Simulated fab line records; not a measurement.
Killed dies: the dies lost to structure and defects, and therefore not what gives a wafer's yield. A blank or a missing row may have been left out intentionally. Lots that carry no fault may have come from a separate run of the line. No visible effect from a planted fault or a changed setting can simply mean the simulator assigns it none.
What tool caused it?	flow nandHarc	15 lots with 45 wafers sampled at 5 steps, on a route of 1302 steps

== WHAT THE GAUGES READ, wafer by wafer ==
NHARC_A_M1_OVL_MEAS_10: pitch 240 nm.
lot	measured	on	overlayXNm (nm)	overlayYNm (nm)
L635	day 22 02:35	overlay-01	-0.1 0.5 0.5	-0.1 -0.6 -0.2
L636	day 22 13:23	overlay-01	0.8 0.6 0.7	1.3 1.2 0.5
L637	day 22 14:46	overlay-02	1.0 0.6 0.1	-0.3 -0.4 -1.4
L634	day 22 16:13	overlay-01	0.2 0.0 0.3	-0.7 -0.5 -0.6
L638	day 23 21:52	overlay-01	0.0 -0.8 -0.3	0.0 -0.1 -0.6
L640	day 24 00:54	overlay-02	-0.6 -0.7 -0.9	-0.2 -0.1 -0.1
L641	day 25 09:49	overlay-01	-1.8 -2.1 -1.2	-1.0 -1.3 -1.0
L643	day 26 01:30	overlay-01	1.5 2.1 2.8	1.2 1.4 1.3
L646	day 26 12:37	overlay-01	-0.2 -0.9 -0.6	0.5 0.4 0.1
L647	day 26 20:49	overlay-01	-1.0 -0.4 -0.6	1.1 1.1 1.2
L648	day 27 14:02	overlay-01	0.2 -0.1 0.5	-1.0 -1.6 -0.7
L652	day 29 03:57	overlay-01	-0.3 -0.4 -0.6	0.4 -0.1 0.1
L655	day 30 09:01	overlay-02	-0.8 -0.4 -0.3	1.1 0.9 0.9
L657	day 31 11:06	overlay-02	-0.1 0.0 -0.4	2.0 1.5 1.7
L656	day 31 15:50	overlay-02	0.6 0.2 0.9	-0.2 -0.4 -0.9

NHARC_A_M1_THK_MEAS_24: measures by xrf.
lot	measured	on	thkNm (nm)
L635	day 22 05:06	filmMetro-01	154.2 153.7 155.7
L636	day 22 15:53	filmMetro-01	155.1 155.2 154.1
L637	day 22 17:17	filmMetro-02	154.2 155.4 154.7
L634	day 22 18:43	filmMetro-01	153.7 152.4 153.2
L638	day 24 00:26	filmMetro-01	154.1 154.2 154.9
L640	day 24 03:28	filmMetro-01	152.5 153.4 151.8
L641	day 25 12:20	filmMetro-02	156.6 155.2 155.2
L643	day 26 04:08	filmMetro-01	153.8 153.6 155.4
L646	day 26 15:12	filmMetro-02	29.0 32.2 29.6
L647	day 26 23:20	filmMetro-02	29.1 28.9 30.3
L648	day 27 16:35	filmMetro-02	29.3 27.3 31.0
L652	day 29 06:30	filmMetro-01	154.8 154.2 153.7
L655	day 30 11:32	filmMetro-02	153.8 155.7 151.5
L657	day 31 13:38	filmMetro-02	155.4 154.9 155.6
L656	day 31 18:38	filmMetro-01	155.0 154.0 156.9

== WHICH TOOL RAN EACH LOT (tool, then ch and the chambers of the sampled wafers, then the start) ==
lot	NHARC_A_M0_DEP_32	NHARC_A_M1_ECD_22	NHARC_A_M1_CMP_23
L635	pecvd-02 ch 0,1,2, day 22 01:15	ecdCu-02 ch 0,1, day 22 04:05	cmp-03 ch 0,1,2, day 22 04:49
L636	pecvd-02 ch 1,2, day 22 12:13	ecdCu-01 ch 0,1, day 22 14:54	cmp-04 ch 2,3, day 22 15:34
L637	pecvd-02 ch 0,1, day 22 13:33	ecdCu-01 ch 0,1, day 22 16:21	cmp-02 ch 1,2, day 22 16:58
L634	pecvd-02 ch 0,1,2, day 22 15:05	ecdCu-02 ch 0,1, day 22 17:47	cmp-04 ch 0,2,3, day 22 18:24
L638	pecvd-02 ch 1,2, day 23 20:41	ecdCu-01 ch 0,1, day 23 23:24	cmp-03 ch 1,2,3, day 24 00:07
L640	pecvd-03 ch 0,2, day 23 23:39	ecdCu-01 ch 0,1, day 24 02:34	cmp-02 ch 0,3, day 24 03:11
L641	pecvd-03 ch 0,2, day 25 08:33	ecdCu-01 ch 0,1, day 25 11:17	cmp-04 ch 1,2, day 25 12:01
L643	pecvd-03 ch 1,2, day 26 00:20	ecdCu-02 ch 0,1, day 26 03:05	cmp-04 ch 0,2, day 26 03:50
L646	pecvd-01 ch 0,1,2, day 26 11:17	ecdCu-02 ch 0,1, day 26 14:10	cmp-03 ch 0,2,3, day 26 14:55
L647	pecvd-02 ch 0,1,2, day 26 19:29	ecdCu-01 ch 0,1, day 26 22:18	cmp-02 ch 0,1,2, day 26 23:03
L648	pecvd-01 ch 0,1,2, day 27 12:45	ecdCu-02 ch 0,1, day 27 15:38	cmp-02 ch 0,1,2, day 27 16:16
L652	pecvd-01 ch 0,1,2, day 29 02:40	ecdCu-02 ch 0,1, day 29 05:28	cmp-03 ch 0,1,2, day 29 06:11
L655	pecvd-02 ch 0,1, day 30 07:35	ecdCu-01 ch 0,1, day 30 10:29	cmp-02 ch 0,2,3, day 30 11:13
L657	pecvd-03 ch 0,2, day 31 09:47	ecdCu-01 ch 0,1, day 31 12:35	cmp-04 ch 0,3, day 31 13:21
L656	pecvd-03 ch 1,2, day 31 14:31	ecdCu-01 ch 0,1, day 31 17:38	cmp-04 ch 0,1,2, day 31 18:19
- NHARC_A_M0_DEP_32: deposits SiCN, target thk 30 nm.
- NHARC_A_M1_ECD_22: material Cu, target thk 400 nm.
- NHARC_A_M1_CMP_23: polishes, t overpolish 20 s, target thk 154.34 nm.

== WHAT THE TOOLS THEMSELVES READ (means of the sampled wafers that have a number; where no wafer has one, the mark that the record gives instead) ==
NHARC_A_M0_DEP_32.
lot	tool	heaterPowerW (W)
L635	pecvd-02	653
L636	pecvd-02	663
L637	pecvd-02	606
L634	pecvd-02	650
L638	pecvd-02	633
L640	pecvd-03	517
L641	pecvd-03	498
L643	pecvd-03	470
L646	pecvd-01	567
L647	pecvd-02	667
L648	pecvd-01	539
L652	pecvd-01	581
L655	pecvd-02	644
L657	pecvd-03	473
L656	pecvd-03	470

NHARC_A_M1_ECD_22.
lot	tool	bathHeatDutyPct (%)	bathTempC (C)
L635	ecdCu-02	7.0	25.02
L636	ecdCu-01	5.8	25.13
L637	ecdCu-01	6.1	25.03
L634	ecdCu-02	7.1	24.94
L638	ecdCu-01	6.4	24.97
L640	ecdCu-01	5.9	25.07
L641	ecdCu-01	6.5	25.10
L643	ecdCu-02	6.7	24.99
L646	ecdCu-02	-	-
L647	ecdCu-01	-	-
L648	ecdCu-02	-	-
L652	ecdCu-02	7.1	24.99
L655	ecdCu-01	6.8	24.87
L657	ecdCu-01	5.8	24.85
L656	ecdCu-01	6.2	25.01

NHARC_A_M1_CMP_23.
lot	tool	motorCurrentA (A)	slurryFlowMlMin	timeToEndpointS (s)
L635	cmp-03	12.5	149.8	28.6
L636	cmp-04	11.2	150.3	28.9
L637	cmp-02	10.3	150.3	30.6
L634	cmp-04	12.0	149.8	29.5
L638	cmp-03	12.2	150.0	29.6
L640	cmp-02	11.0	150.1	28.2
L641	cmp-04	11.4	150.3	29.6
L643	cmp-04	12.0	150.0	27.1
L646	cmp-03	12.3	149.8	3.4
L647	cmp-02	10.7	149.8	4.7
L648	cmp-02	11.0	150.1	2.8
L652	cmp-03	12.5	149.8	29.6
L655	cmp-02	11.6	150.0	29.7
L657	cmp-04	11.9	150.3	30.3
L656	cmp-04	12.2	149.5	29.2

== THE ANSWER, worked out from the rows above alone ==
Rule: usual is defined by the lots themselves. The widest of any qualifying gaps counts: lots, ordered by their means at a reading, are off when they make up no more than a third of the lots, leave a main group of 4 or more, and stand apart from it by 3 or more times the standard deviation of that group's means. If all means in a main group match to the digits the tables above print for the reading, that group is not used. Also off: a lot with no number at a reading for which 4 or more lots have one. All remaining lots with rows at the step are treated as sound. After the gauges, taken in route order, come the tools' own readings; for these a lot's mean is taken, as printed above. The first step at which some lot is off is used, and at that step the reading that is off furthest; a lot without a number counts as furthest.
Off: L646, L647, L648, at NHARC_A_M1_THK_MEAS_24 (thkNm). The main group has a mean of 154.4 nm with a standard deviation of 0.87.
A tool fits if, at a process step before that reading, it ran every lot that is off, and no sound lot after the first of them. Not tried: the gauges at NHARC_A_M1_THK_MEAS_24; whatever is off there is also off at NHARC_A_M1_ECD_22, on other tools, and gauge error can't account for it. None of those tried fits.

== WHAT THE SIMULATOR HAD INSERTED ==
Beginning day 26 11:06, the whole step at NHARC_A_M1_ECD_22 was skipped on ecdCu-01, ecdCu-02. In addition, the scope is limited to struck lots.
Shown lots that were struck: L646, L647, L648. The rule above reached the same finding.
